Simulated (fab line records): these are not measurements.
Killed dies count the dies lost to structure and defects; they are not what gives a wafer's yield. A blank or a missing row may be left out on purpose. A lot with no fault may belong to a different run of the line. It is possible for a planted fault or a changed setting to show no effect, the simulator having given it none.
A lot that was struck, set against a sound lot ; flow nand-harc ; 14 out of 1302 route steps
Sound: the wafers L677.3, L677.4, L677.6. The struck wafers were L690.1, L690.2, L690.3. The cause is named last.
At each step with rows: each side's tool, then ch and its chambers, then its first start. Under that, the readings that differ: sound wafers ; struck wafers ; difference of the means ; sigmas: that difference in standard deviations of wafers without a fault.
alike: same words and numbers on both sides, and readings whose means sit less than 2 such deviations apart. not compared: any withheld reading, any reading some wafer has no value for, any bound like >300 that may hide the same value, and any number with overlapping values for which the record gives no deviation.
The two part at a step that has a row with sigmas, a row that says differs or no value, or rows on one side only. Numbers that have no deviation but don't overlap get no sigmas and don't part them. Lack of a reading on every wafer of one side parts them only where that side has two or more wafers.

first, 2 steps without rows for these wafers: NHARC_A_STAIRCASE_DESCUM_186 (chemistry O2, time 3 s); NHARC_A_STAIRCASE_TRIM_187 (chemistry O2, time 211.2 s).
NHARC_A_STAIRCASE_ETCH_188: etches the open film in C4F8/O2, target depth 100 nm, time 40.5 s.
  sound: rie-diel-07 ch 0,2,3; struck: rie-diel-04 ch 0,2,3
  alike: oes-product-au, rf-vpp-V
  not compared: rf-hours-counter-h
NHARC_A_STAIRCASE_TRIM_189: chemistry O2, time 211.2 s.
  sound: rie-diel-07 ch 1,2; struck: rie-diel-04 ch 0,1,3
  alike: chamber-pressure-mTorr, drypump-motor-current-A, oes-product-au, rf-vpp-V, showerhead-plenum-p-Torr, throttle-valve-pct
  not compared: rf-hours-counter-h
then, 2 steps without rows for these wafers: NHARC_A_STAIRCASE_ETCH_190 (etches the open film in C4F8/O2, target depth 100 nm, time 40.5 s); NHARC_A_STAIRCASE_TRIM_191 (chemistry O2, time 211.2 s).
NHARC_A_STAIRCASE_ETCH_192: etches the open film in C4F8/O2, target depth 100 nm, time 40.5 s.
  sound: rie-diel-07 ch 1,3; struck: rie-diel-04 ch 0,1,2
  alike: oes-product-au, rf-vpp-V
  not compared: rf-hours-counter-h
NHARC_A_STAIRCASE_TRIM_193: chemistry O2, time 211.2 s.
  sound: rie-diel-07 ch 0,1,2; struck: rie-diel-04 ch 0,1,3
  alike: chamber-pressure-mTorr, drypump-motor-current-A, oes-product-au, rf-vpp-V, showerhead-plenum-p-Torr, throttle-valve-pct
  not compared: rf-hours-counter-h
then, 2 steps without rows for these wafers: NHARC_A_STAIRCASE_ETCH_194 (etches the open film in C4F8/O2, target depth 100 nm, time 40.5 s); NHARC_A_STAIRCASE_TRIM_196 (chemistry O2, time 211.2 s).
NHARC_A_STAIRCASE_ETCH_197: etches the open film in C4F8/O2, target depth 100 nm, time 40.5 s.
  sound: rie-diel-01 ch 1,2,3; struck: rie-diel-07 ch 1,2,3
  alike: oes-product-au, rf-vpp-V
  not compared: rf-hours-counter-h
NHARC_A_STAIRCASE_TRIM_198: chemistry O2, time 211.2 s.
  sound on rie-diel-01 ch 2,3, day 16 12:26; struck on rie-diel-07 ch 0,1,3, day 21 21:38
  no value came back on the struck wafers for any of 7 readings (bias-w (W), chamber-pressure-mTorr (mTorr) and others); on the sound wafers bias-w (W) reads 0 0 0
  not compared: rf-hours-counter-h
then, 1 step without rows for these wafers: NHARC_A_STAIRCASE_ETCH_199 (etches the open film in C4F8/O2, target depth 100 nm, time 40.5 s).
-- break in the record here, with 8 days between the starts of the struck wafers on either side (left off in module A_STAIRCASE, picked up again in module END, where the first step shown is number 1302 on the route) --
NHARC_END_SORT_01:
  the record has rows for the struck wafers here (prober-02 ch 0, day 30 07:48) and none for the sound ones

## WHERE THEY PART
Earliest at NHARC_A_STAIRCASE_TRIM_198; latest, in this record, at NHARC_END_SORT_01.

WHY: what the simulator had put in
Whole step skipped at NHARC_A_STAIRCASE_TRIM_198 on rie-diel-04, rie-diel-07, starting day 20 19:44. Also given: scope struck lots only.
